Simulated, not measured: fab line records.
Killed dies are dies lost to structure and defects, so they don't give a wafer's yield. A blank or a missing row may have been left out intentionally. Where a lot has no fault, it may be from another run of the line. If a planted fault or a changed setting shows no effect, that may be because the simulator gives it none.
Matching of chambers ; flow nandHarc ; 4 sister chambers for NHARC_A_BLC_STRIP_29 on rieDiel-11
The step strips in CF4. 18 wafers are shown with their chamber, then 9 later ones without.

## EACH WAFER AND ITS CHAMBER
wafer;chamber;showerheadPlenumPTorr (Torr);drypumpMotorCurrentA (A);oesProductAu (a.u.)
L365.2;0;1.68;5.38;1.003
L365.3;3;1.72;5.87;0.997
L365.6;1;1.76;5.45;0.986
L366.1;2;1.69;5.58;0.975
L366.2;3;1.72;5.89;0.997
L366.5;0;1.68;5.39;0.989
L368.1;3;1.72;5.88;0.994
L368.3;1;1.76;5.53;0.999
L368.4;2;1.69;5.56;0.987
L367.1;0;1.68;5.39;1.001
L367.2;1;1.76;5.51;0.997
L367.5;1;1.76;5.51;1.011
L371.2;3;1.72;5.87;0.999
L371.3;1;1.76;5.49;0.984
L371.6;2;1.69;5.56;0.980
L372.2;1;1.75;5.48;1.004
L372.4;1;1.75;5.51;1.015
L372.5;0;1.68;5.39;1.001

SIGNATURES (averages over the wafers above)
reading;chamber 0;chamber 1;chamber 2;chamber 3;scatter within a chamber
showerheadPlenumPTorr;1.6800;1.7571;1.6900;1.7200;0.00319
drypumpMotorCurrentA;5.3875;5.4971;5.5667;5.8775;0.0184
oesProductAu;0.99850;0.99943;0.98067;0.99675;0.00858
Rule: distance of a wafer from a chamber = root of the sum over the readings of ((wafer's reading minus chamber's mean) / reading's scatter) squared. If the next closest chamber is less than 2 further off than the closest, the wafer can't be placed; otherwise it belongs to the closest. The scatter: take each reading less its chamber's mean, square it, sum over the shown wafers, divide by the number of wafers less the number of chambers, and take the root.

## WAFERS WITHOUT THEIR CHAMBER
wafer;showerheadPlenumPTorr (Torr);drypumpMotorCurrentA (A);oesProductAu (a.u.)
L374.3;1.72;5.88;0.996
L374.4;1.68;5.36;0.994
L374.6;1.72;5.88;1.007
L378.1;1.69;5.58;1.004
L378.4;1.68;5.35;1.004
L378.6;1.68;5.34;1.003
L380.1;1.72;5.86;0.999
L380.4;1.69;5.56;0.985
L380.6;1.72;5.90;1.013

## WHICH CHAMBER EACH WENT THROUGH
wafer;from the rows above;in truth
L374.3;3;3
L374.4;0;0
L374.6;3;3
L378.1;2;2
L378.4;0;0
L378.6;0;0
L380.1;3;3
L380.4;2;2
L380.6;3;3
Correctly placed: 9 of 9. Left unplaced by these rows: 0. Placed wrongly: 0.
